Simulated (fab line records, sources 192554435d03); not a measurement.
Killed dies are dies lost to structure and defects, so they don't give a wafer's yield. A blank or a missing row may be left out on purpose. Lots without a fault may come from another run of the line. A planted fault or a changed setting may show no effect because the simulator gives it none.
Chamber matching | flow n5_finfet | N5_BEOL_M0_SAQP_ETCH_84 on rie_diel-06: 4 sister chambers
The step etches SOC in N2/H2, target depth 100 nm, overetch 20 nm, time 150 s. 8 wafers are shown with their chamber, then 11 later ones without.

WAFERS WITH THEIR CHAMBER
wafer  | chamber | drypump_motor_current_A (A) | showerhead_plenum_p_Torr (Torr)
L079.2 | 3       | 6.7                         | 2.42
L082.1 | 0       | 6.0                         | 2.50
L084.1 | 0       | 6.0                         | 2.50
L084.3 | 1       | 6.0                         | 2.36
L088.1 | 1       | 6.0                         | 2.35
L088.3 | 2       | 5.6                         | 2.64
L088.4 | 2       | 5.6                         | 2.64
L091.1 | 3       | 6.6                         | 2.41

WAFERS WITHOUT THEIR CHAMBER
wafer  | drypump_motor_current_A (A) | showerhead_plenum_p_Torr (Torr)
L091.3 | 6.0                         | 2.50
L091.4 | 6.0                         | 2.35
L090.1 | 6.7                         | 2.41
L090.2 | 5.6                         | 2.63
L090.4 | 6.0                         | 2.35
L092.2 | 6.0                         | 2.50
L092.3 | 5.6                         | 2.63
L092.5 | 6.0                         | 2.35
L097.1 | 6.0                         | 2.49
L097.3 | 6.6                         | 2.41
L097.5 | 6.0                         | 2.49

WHICH CHAMBER EACH WENT THROUGH
wafer  | from the rows above | in truth
L091.3 | 0                   | 0
L091.4 | 1                   | 1
L090.1 | 3                   | 3
L090.2 | 2                   | 2
L090.4 | 1                   | 1
L092.2 | 0                   | 0
L092.3 | 2                   | 2
L092.5 | 1                   | 1
L097.1 | 0                   | 0
L097.3 | 3                   | 3
L097.5 | 0                   | 0
Placed correctly: 11 of 11. Can't be placed from these rows: 0. Placed wrongly: 0.
How it was worked out, from the rows above alone: a wafer's distance from a chamber is the root of the sum, over the readings, of the square of ((its reading less the chamber's mean) divided by the reading's scatter). The wafer belongs to the nearest chamber; if the next one is less than 2 further off, it can't be placed. A chamber's mean is the mean of its shown wafers. The scatter: the root of (the sum of the squares of (reading less its chamber's mean) over the shown wafers, divided by (wafers less chambers)).
